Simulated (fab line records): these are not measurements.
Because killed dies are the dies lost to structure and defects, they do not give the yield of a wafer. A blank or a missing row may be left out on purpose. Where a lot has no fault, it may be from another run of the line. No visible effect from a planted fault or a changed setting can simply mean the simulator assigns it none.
Chamber matching / flow n5-finfet / N5_SDB_ALD_29 on ald-sin-02 has 4 sister chambers
The step deposits SiNx, target thk 30 nm, pulse time 1 s, ald cycles 600. 4 wafers are shown with their chamber, then 9 later ones without.

== WAFERS WITH THEIR CHAMBER ==
wafer=L081.5; chamber=3; heater-power-w (W)=844
wafer=L085.3; chamber=1; heater-power-w (W)=1134
wafer=L086.3; chamber=0; heater-power-w (W)=957
wafer=L086.4; chamber=2; heater-power-w (W)=785

== WAFERS WITH NO CHAMBER GIVEN ==
wafer=L092.2; heater-power-w (W)=782
wafer=L092.5; heater-power-w (W)=1123
wafer=L092.6; heater-power-w (W)=927
wafer=L095.1; heater-power-w (W)=946
wafer=L095.3; heater-power-w (W)=851
wafer=L095.4; heater-power-w (W)=779
wafer=L096.1; heater-power-w (W)=1090
wafer=L096.3; heater-power-w (W)=771
wafer=L096.4; heater-power-w (W)=942

== CHAMBER TAKEN BY EACH ==
wafer=L092.2; from the rows above=2; in truth=2
wafer=L092.5; from the rows above=1; in truth=1
wafer=L092.6; from the rows above=0; in truth=0
wafer=L095.1; from the rows above=0; in truth=0
wafer=L095.3; from the rows above=3; in truth=3
wafer=L095.4; from the rows above=2; in truth=2
wafer=L096.1; from the rows above=1; in truth=1
wafer=L096.3; from the rows above=2; in truth=2
wafer=L096.4; from the rows above=0; in truth=0
Correctly placed: 9 of 9. Not placeable from these rows: 0. Wrongly placed: 0.
How it was worked out, from the rows above alone: a wafer's distance from a chamber is the root of the sum, over the readings, of the square of ((its reading less the chamber's mean) divided by the reading's scatter). If the next closest chamber is less than 2 further off than the closest, the wafer can't be placed; otherwise it belongs to the closest. The mean given for a chamber averages the wafers shown for that chamber. The scatter (one wafer shown for each chamber): square how far every hidden wafer sits from the nearest shown wafer, average those squares and take the square root.
